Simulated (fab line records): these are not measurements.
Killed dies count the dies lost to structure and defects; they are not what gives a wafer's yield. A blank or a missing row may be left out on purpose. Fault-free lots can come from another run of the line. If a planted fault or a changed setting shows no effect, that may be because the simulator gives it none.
Split-lot experiment ; flow n5-finfet ; on a route of 1938 steps: 7 lots, 39 wafers read

## THE SPLIT ITSELF
At N5_FIN_SAQP_HM_DEP_03 (deposits SiNx from SiH4/NH3/N2, target thk 38 nm, time 33.6 s), the setting time-s was moved away from the recipe's 33.6 s on 9 of the 39 wafers read, by -32.5% to +39.2%. This setting was run at the recipe's value on the other wafers.

## FROM THE SPLIT TO THE READING: what the file shows between them, 4 steps
- N5_FIN_SAQP_THK_MEAS_05
- N5_FIN_SAQP_PECVD_47: deposits a-Si from SiH4/He, target thk 45 nm, time 36.3 s
- N5_FIN_SAQP_PECVD_48: deposits SiNx from SiH4/NH3/N2, target thk 25 nm, time 22.1 s
- N5_FIN_SAQP_MANDREL2_REMOVE_60: chemistry HBr/Cl2/O2, target a-Si, stops on SiNx, bt time 10 s

## THE READING
etch.depth-nm (the simulator's own value, which no gauge read), in nm, at N5_FIN_SAQP_HM_OPEN_33 (chemistry CH3F/O2, target SiNx, target depth 49.4 nm, time 70.6 s). No usual value for it is given in the file. Average 37.32 nm, standard deviation 0.35 nm, over the 30 wafers here run with the recipe.

wafer;tool, chamber at the split;time-s as run, s;against the recipe;etch.depth-nm, nm;against lot-mates on the recipe
L077.1;pecvd-03, 0;33.6;recipe;36.99;-
L077.2;pecvd-03, 1;33.6;recipe;37.28;-
L077.3;pecvd-03, 2;33.6;recipe;36.69;-
L077.4;pecvd-03, 1;33.6;recipe;37.6;-
L077.5;pecvd-03, 2;33.6;recipe;37.53;-
L077.6;pecvd-03, 0;33.6;recipe;37.09;-
L081.1;pecvd-02, 1;33.6;recipe;36.78;-
L081.2;pecvd-02, 2;33.6;recipe;36.9;-
L081.3;pecvd-02, 0;33.6;recipe;37.03;-
L081.4;pecvd-02, 2;33.6;recipe;37.5;-
L081.5;pecvd-02, 1;33.6;recipe;37.57;-
L081.6;pecvd-02, 0;33.6;recipe;37.78;-
L082.1;pecvd-04, 1;33.6;recipe;36.83;-
L082.2;pecvd-04, 2;33.6;recipe;37.29;-
L082.3;pecvd-04, 0;33.6;recipe;36.68;-
L082.4;pecvd-04, 0;33.6;recipe;37.27;-
L082.5;pecvd-04, 2;33.6;recipe;37.45;-
L082.6;pecvd-04, 1;33.6;recipe;37.32;-
L087.1;pecvd-04, 1;22.67;-32.5%;24.68;-12.90
L087.2;pecvd-04, 0;22.67;-32.5%;24.43;-13.15
L087.3;pecvd-04, 2;22.67;-32.5%;25.1;-12.48
L087.4;pecvd-04, 0;33.6;recipe;37.43;-
L087.5;pecvd-04, 1;33.6;recipe;37.92;-
L087.6;pecvd-04, 2;33.6;recipe;37.4;-
L089.1;pecvd-03, 1;46.46;+38.3%;51.03;+13.77
L089.2;pecvd-03, 0;33.6;recipe;37.14;-
L089.3;pecvd-03, 2;33.6;recipe;36.97;-
L089.4;pecvd-03, 2;46.46;+38.3%;52;+14.74
L089.5;pecvd-03, 0;33.6;recipe;37.66;-
L089.6;pecvd-03, 1;46.46;+38.3%;52.61;+15.35
L096.2;pecvd-02, 0;33.6;recipe;37.9;-
L096.4;pecvd-02, 1;33.6;recipe;37.57;-
L096.5;pecvd-02, 0;33.6;recipe;37.79;-
L097.1;pecvd-02, 1;33.6;recipe;37.03;-
L097.2;pecvd-02, 0;46.77;+39.2%;51.27;+13.89
L097.3;pecvd-02, 2;46.77;+39.2%;51.86;+14.48
L097.4;pecvd-02, 2;33.6;recipe;37.49;-
L097.5;pecvd-02, 1;33.6;recipe;37.62;-
L097.6;pecvd-02, 0;46.77;+39.2%;52.33;+14.95

FIT RESULTS
A straight line over all 39 wafers: etch.depth-nm changes by +0.379 nm for each +1% of time-s; r = +1.00; the points scatter about the line by 0.41 nm.
The same after taking each lot's own level away (the mean of its wafers on the recipe; 39 wafers): +0.381 nm for each +1%; r = +1.00; scatter 0.4 nm.
Per that fit: largest time-s move, reading shift of 15 nm.
Measured against the standard deviation above, the lots' own levels, which go from 37.140 to 37.753 nm, span 1.8 times it.
So the lot-to-lot level changes the slope little: the two slopes agree.
Check: for one of the wafers moved furthest among these (+39.2%), held out of the fit, the line's prediction against its lot-mates is +15 nm. It came out at +13.9 nm against them.

## THE WHOLE CHAIN: every reading that the file lists as answering this split, in the file's order
step;what it does;reading;change (the file's fit);r (the file's)
N5_FIN_SAQP_HM_DEP_03;deposits SiNx from SiH4/NH3/N2, target thk 38 nm, time 33.6 s;SiNx_of_FIN_SAQP_HM_DEP_03.thk-nm (the simulator's own value, which no gauge read);+0.38 nm for each +1% of the setting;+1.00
N5_FIN_SAQP_THK_MEAS_05;;thk-nm;withheld for each +1% of the setting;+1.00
N5_FIN_SAQP_HM_OPEN_33;chemistry CH3F/O2, target SiNx, target depth 49.4 nm, time 70.6 s;etch-rf-on-time-s;withheld for each +1% of the setting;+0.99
N5_FIN_SAQP_HM_OPEN_33;chemistry CH3F/O2, target SiNx, target depth 49.4 nm, time 70.6 s;etch.depth-nm (the simulator's own value, which no gauge read);+0.38 nm for each +1% of the setting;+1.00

## THE FILE'S OWN FIT
etch.depth-nm changes by +0.38 nm for each +1% of time-s, r = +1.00.
